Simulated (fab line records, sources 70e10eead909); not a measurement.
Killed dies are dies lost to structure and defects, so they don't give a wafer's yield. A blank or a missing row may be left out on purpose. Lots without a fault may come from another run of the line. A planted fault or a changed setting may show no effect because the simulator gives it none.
A struck lot beside a sound one | flow nand_harc | 24 steps out of a route of 1302
Sound: wafers L683.1, L683.3, L683.4. Struck: wafers L693.1, L693.2, L693.6. The cause comes at the end.
At each step with rows: each side's tool, then ch and its chambers, then its first start. Under that, the readings that differ: sound wafers | struck wafers | difference of the means | sigmas: that difference in standard deviations of wafers without a fault.
alike: readings whose means differ by less than 2 such deviations, and words and numbers that are the same on both sides. not compared: withheld readings, readings that some wafer has no value for, bounds like >300 that may hide the same value, and numbers for which the record gives no deviation and whose values overlap.
The two part at a step that has a row with sigmas, a row that says differs or no value, or rows on one side only. Numbers that don't overlap but have no deviation are shown without sigmas and don't part them. A reading that every wafer of one side lacks parts them only if that side has two wafers or more.

first, 1 step without rows for these wafers: NHARC_P_STI_HARDBAKE_13 (time 65 s).
NHARC_P_STI_DESCUM_14: chemistry O2, time 3 s.
  sound on rie_diel-03 ch 0,1,2, day 2 17:02; struck on rie_diel-03 ch 0,1, day 7 01:46
  alike: drypump_motor_current_A, oes_product_au, rf_vpp_V, showerhead_plenum_p_Torr, throttle_valve_pct
  not compared: rf_hours_counter_h
NHARC_P_STI_ETCH_42: etches the open film in N2/H2, target depth 80 nm, overetch 24 nm, time 61 s.
  sound on rie_diel-03 ch 0,1,3, day 2 17:07; struck on rie_diel-03 ch 0,1,2, day 7 01:53
  alike: drypump_motor_current_A, h2_flow_sccm, oes_product_au, rf_vpp_V, showerhead_plenum_p_Torr, throttle_valve_pct
  not compared: rf_hours_counter_h
NHARC_P_STI_ETCH_31: etches the open film in CF4/CHF3, target depth 108.9 nm, time 54.5 s.
  sound on rie_diel-03 ch 0,1,2; struck on rie_diel-03 ch 0,1,2
  alike: drypump_motor_current_A, oes_product_au, rf_vpp_V, showerhead_plenum_p_Torr, throttle_valve_pct
  not compared: rf_hours_counter_h
NHARC_P_STI_ETCH_15: etches the open film in HBr/Cl2, target depth 300 nm, time 100.1 s.
  sound on rie_si-04 ch 0,2,3, day 2 17:22; struck on rie_si-01 ch 1,2, day 7 02:05
  alike: drypump_motor_current_A, oes_product_au, throttle_valve_pct
  not compared: rf_hours_counter_h
NHARC_P_STI_CD_MEAS_16:
  sound on cd_sem-03, day 2 17:31; struck on cd_sem-02, day 7 02:15
  alike: cd_nm
NHARC_P_STI_OCD_MEAS_17:
  sound on ocd-02, day 2 17:36; struck on ocd-02, day 7 02:20
  alike: trench_depth_nm, trench_foot_cd_nm
then, 3 steps without rows for these wafers: NHARC_P_STI_STRIP_19 (strips in SPM, time 900 s); NHARC_P_STI_PRECLEAN_32 (cleans in SC1); NHARC_P_STI_SRD_23.
NHARC_P_STI_OCD_MEAS_43:
  sound on ocd-02, day 2 18:07; struck on ocd-01, day 7 02:50
  alike: trench_depth_nm, trench_foot_cd_nm
then, 1 step without rows for these wafers: NHARC_P_STI_OXIDE_33 (material SiO2, target thk 10 nm, ox time 281 s).
NHARC_P_STI_HDPCVD_20: deposits SiO2.
  sound on hdpcvd-01 ch 0,1, day 3 04:35; struck on hdpcvd-01 ch 0,1, day 7 10:35
then, 1 step without rows for these wafers: NHARC_P_STI_ANNEAL_34 (time 1800 s).
NHARC_P_STI_CMP_21: polishes, t overpolish 20 s, target thk 380.67 nm.
  sound on cmp-02 ch 1,2,3, day 3 14:14; struck on cmp-02 ch 0,1, day 7 20:26
  alike: motor_current_A, overpolish_run_s
then, 7 steps without rows for these wafers: NHARC_P_STI_SRD_35; NHARC_P_STI_ETCH_36 (etches SiO2 in dHF, target depth 38.8 nm); NHARC_P_STI_STRIP_24 (strips Si3N4 in H3PO4); NHARC_P_STI_ETCH_37 (etches SiO2 in dHF, target depth 11 nm); NHARC_P_STI_PRECLEAN_38 (cleans in SC1); NHARC_P_STI_SRD_39; NHARC_P_STI_OXIDE_40 (material SiO2, target thk 10 nm, ox time 1362 s).
NHARC_P_STI_INSPECT_25:
  sound on defect_inspect-02, day 3 21:58; struck on defect_inspect-02, day 8 06:20
  reading          | sound       | struck      | difference | sigmas
  raw_defect_count | 393 471 245 | 212 260 217 | -140       | -2
-- the record jumps here: 20 days lie between the struck wafers' starts before and after (it left off in module P_STI and takes up again in module END, whose first step shown is number 1302 of the route) --
NHARC_END_SORT_01:
  the record has rows for the struck wafers here (prober-02 ch 0, day 28 14:28) and none for the sound ones

WHERE THEY PART
First at NHARC_P_STI_INSPECT_25; last, within this record, at NHARC_END_SORT_01.

WHY: what the simulator had put in
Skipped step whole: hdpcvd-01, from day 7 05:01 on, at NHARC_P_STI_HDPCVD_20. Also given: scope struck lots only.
